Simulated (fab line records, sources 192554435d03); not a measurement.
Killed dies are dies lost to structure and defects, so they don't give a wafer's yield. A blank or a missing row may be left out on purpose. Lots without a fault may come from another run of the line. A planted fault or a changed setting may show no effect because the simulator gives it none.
Split-lot experiment | flow n5_finfet | 7 lots, 21 wafers read, on a route of 1938 steps

THE SPLIT
At N5_SD_EPI_P_COAT_34 (time 60 s, resist thk 350 nm), the setting spin_rpm was moved away from the recipe's 1500 rpm on 8 of the 21 wafers read, by -10.7% to +10.1%. The other wafers ran this setting at the recipe's value.

The reading is taken at the split's own step.

THE READING
SOC_of_SD_EPI_P_COAT_34.thk_nm (the simulator's own value, which no gauge read), in nm, at N5_SD_EPI_P_COAT_34 (time 60 s, resist thk 350 nm). The file gives no usual value for it. The 13 wafers here that ran the recipe average 349.2 nm, standard deviation 1.2 nm.

wafer  | tool, chamber at the split | spin_rpm as run, rpm | against the recipe | SOC_of_SD_EPI_P_COAT_34.thk_nm, nm | against lot-mates on the recipe
L074.1 | litho_track-01, 0          | 1500                 | recipe             | 347.4                              | -
L074.4 | litho_track-01, 0          | 1617                 | +7.8%              | 334.4                              | -13.0
L074.5 | litho_track-01, 0          | 1617                 | +7.8%              | 334.4                              | -13.0
L075.3 | litho_track-02, 0          | 1368                 | -8.8%              | 363.8                              | +15.8
L075.4 | litho_track-02, 0          | 1500                 | recipe             | 347.8                              | -
L075.5 | litho_track-02, 0          | 1500                 | recipe             | 348.2                              | -
L076.3 | litho_track-05, 0          | 1500                 | recipe             | 351.4                              | -
L076.4 | litho_track-05, 0          | 1500                 | recipe             | 351.2                              | -
L076.6 | litho_track-05, 0          | 1651                 | +10.1%             | 334.8                              | -16.5
L078.2 | litho_track-02, 0          | 1571                 | +4.7%              | 340.8                              | -8.0
L078.5 | litho_track-02, 0          | 1571                 | +4.7%              | 341.4                              | -7.4
L078.6 | litho_track-02, 0          | 1500                 | recipe             | 348.8                              | -
L089.1 | litho_track-02, 0          | 1500                 | recipe             | 349.4                              | -
L089.3 | litho_track-02, 0          | 1360                 | -9.3%              | 366                                | +17.0
L089.4 | litho_track-02, 0          | 1500                 | recipe             | 348.6                              | -
L091.2 | litho_track-02, 0          | 1500                 | recipe             | 350                                | -
L091.4 | litho_track-02, 0          | 1500                 | recipe             | 350                                | -
L091.3 | litho_track-02, 0          | 1500                 | recipe             | 349.8                              | -
L092.1 | litho_track-02, 0          | 1500                 | recipe             | 349                                | -
L092.2 | litho_track-02, 0          | 1340                 | -10.7%             | 368.8                              | +20.2
L092.4 | litho_track-02, 0          | 1500                 | recipe             | 348.2                              | -

THE FIT
A straight line over all 21 wafers: SOC_of_SD_EPI_P_COAT_34.thk_nm changes by -1.73 nm for each +1% of spin_rpm; r = -0.99; the points scatter about the line by 1.3 nm.
The same after taking each lot's own level away (the mean of its wafers on the recipe; 21 wafers): -1.75 nm for each +1%; r = -1.00; scatter 0.51 nm.
On that fit, the largest move of spin_rpm shifts the reading by 19 nm.
The lots' own levels span 347.40 to 351.30 nm, that is 3.3 times the standard deviation above.
So the lot-to-lot level changes the slope little: the two slopes agree.
Check: with one of the wafers moved furthest among these (-10.7%) left out of the fit, the line predicts +18.5 nm for it against its lot-mates. It came out at +20.2 nm against them.

OTHER SPLITS ON THESE WAFERS
These wafers also went through other splits before the reading. Each is held against what the fit with the lots' levels taken away leaves over:
other split on the same wafers | wafers away from the commonest value | r with SOC_of_SD_EPI_P_COAT_34.thk_nm (lot level and that fit taken away)
N5_DUMMY_GATE_COAT_34 spin_rpm | 7                                    | -0.06

THE FILE'S OWN FIT
SOC_of_SD_EPI_P_COAT_34.thk_nm changes by -1.77 nm for each +1% of spin_rpm, r = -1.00.
